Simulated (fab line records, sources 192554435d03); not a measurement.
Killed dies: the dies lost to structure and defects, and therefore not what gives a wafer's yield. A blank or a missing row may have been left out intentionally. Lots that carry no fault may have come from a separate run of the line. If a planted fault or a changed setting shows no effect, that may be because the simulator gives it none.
Split-lot study | flow n5Finfet | route with 1938 steps; 7 lots, 21 wafers read

## ON THE SPLIT
At N5_SD_EPI_N_PEB_07 (peb time 60 s), the setting pebTimeS was moved away from the recipe's 60 s on 8 of the 21 wafers read, by -19.5% to +21.8%. For the rest of the wafers, this setting stayed at what the recipe calls for.

## FROM SPLIT TO READING: 1 step shown by the file between the two
- N5_SD_EPI_N_DEVELOP_08: develop time 30 s

## THE READING
At N5_SD_EPI_N_CD_MEAS_09: cdNm in nanometres, against a target cd of 120 nm. Fault-free wafers of this fab line usually give 119.8 nm, standard deviation 0.62 nm.

wafer  | tool, chamber at the split | pebTimeS as run, s | against the recipe | cdNm, nm | against lot-mates on the recipe
L075.1 | lithoTrack-04, 0           | 68.34              | +13.9%             | 123.8    | +4.6
L075.3 | lithoTrack-04, 0           | 68.34              | +13.9%             | 123.9    | +4.7
L075.5 | lithoTrack-04, 0           | 60                 | recipe             | 119.2    | -
L076.1 | lithoTrack-01, 0           | 60                 | recipe             | 120.3    | -
L076.3 | lithoTrack-01, 0           | 60                 | recipe             | 120.2    | -
L076.4 | lithoTrack-01, 0           | 60                 | recipe             | 120.9    | -
L077.2 | lithoTrack-03, 0           | 60                 | recipe             | 120.1    | -
L077.3 | lithoTrack-03, 0           | 60                 | recipe             | 120.0    | -
L077.6 | lithoTrack-03, 0           | 67.9               | +13.2%             | 124.3    | +4.2
L079.4 | lithoTrack-04, 0           | 60                 | recipe             | 120.3    | -
L079.5 | lithoTrack-04, 0           | 73.09              | +21.8%             | 126.7    | +6.4
L079.6 | lithoTrack-04, 0           | 60                 | recipe             | 120.3    | -
L080.1 | lithoTrack-03, 0           | 60                 | recipe             | 119.3    | -
L080.3 | lithoTrack-03, 0           | 49.14              | -18.1%             | 111.7    | -7.6
L080.4 | lithoTrack-03, 0           | 60                 | recipe             | 119.4    | -
L082.4 | lithoTrack-03, 0           | 48.27              | -19.5%             | 111.2    | no lot-mate on the recipe
L082.5 | lithoTrack-03, 0           | 48.27              | -19.5%             | 111.1    | no lot-mate on the recipe
L082.6 | lithoTrack-03, 0           | 48.27              | -19.5%             | 111.9    | no lot-mate on the recipe
L088.2 | lithoTrack-03, 0           | 60                 | recipe             | 119.0    | -
L088.4 | lithoTrack-03, 0           | 60                 | recipe             | 119.6    | -
L088.5 | lithoTrack-03, 0           | 60                 | recipe             | 118.7    | -

FIT RESULTS
A straight line over all 21 wafers: cdNm changes by +0.381 nm for each +1% of pebTimeS; r = +0.98; the points scatter about the line by 0.77 nm.
The same after taking each lot's own level away (the mean of its wafers on the recipe; 18 wafers): +0.346 nm for each +1%; r = +0.99; scatter 0.47 nm.
That fit puts the effect of the largest move of pebTimeS on the reading at 7.5 nm.
From 119.10 to 120.47 nm: that is the span of the lots' own levels, equal to 2.2 times the standard deviation above.
So the lot-to-lot level changes the slope: the two fits differ.
Check: +7.89 nm against its lot-mates is what the line predicts for one of the wafers moved furthest among these (+21.8%) when that wafer is left out of the fit. Against them it came out at +6.4 nm.

## THE OTHER SPLITS THESE WAFERS WENT THROUGH
Note: prior to the reading, these wafers also went through further splits. Each is held against what the fit with the lots' levels taken away leaves over:
other split on the same wafers      | wafers away from the commonest value | r with cdNm (lot level and that fit taken away)
N5_STI_FIN_REVEAL_PRECLEAN_17 timeS | 7                                    | +0.14
N5_SD_EPI_N_COAT_33 spinRpm         | 8                                    | +0.03

## THE WHOLE CHAIN: every reading that the file lists as answering this split, in the file's order
step                    | what it does                                                | reading                                                        | change (the file's fit)               | r (the file's)
N5_SD_EPI_N_CD_MEAS_09  | target cd 120 nm                                            | cdNm                                                           | +0.339 nm for each +1% of the setting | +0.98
N5_SD_EPI_N_DESCUM_14   | chemistry O2, time 7.9 s                                    | SD_EPI_N.cdNm (the simulator's own value, which no gauge read) | +0.33 nm for each +1% of the setting  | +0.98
N5_SD_EPI_N_ETCH_34     | etches SiARC in CF4, target depth 45.5 nm, time 75.8 s      | SD_EPI_N.cdNm (the simulator's own value, which no gauge read) | +0.319 nm for each +1% of the setting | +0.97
N5_SD_EPI_N_ETCH_35     | etches SOC in N2/H2, overetch 108 nm, time 486 s            | SD_EPI_N.cdNm (the simulator's own value, which no gauge read) | +0.286 nm for each +1% of the setting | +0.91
N5_SD_EPI_N_ETCHBACK_44 | etches SiNx in CH3F/O2, stops on SiO2, target depth 14.5 nm | SD_EPI_N.cdNm (the simulator's own value, which no gauge read) | +0.282 nm for each +1% of the setting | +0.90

## THE FILE'S OWN FIT
cdNm changes by +0.339 nm for each +1% of pebTimeS, r = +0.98.
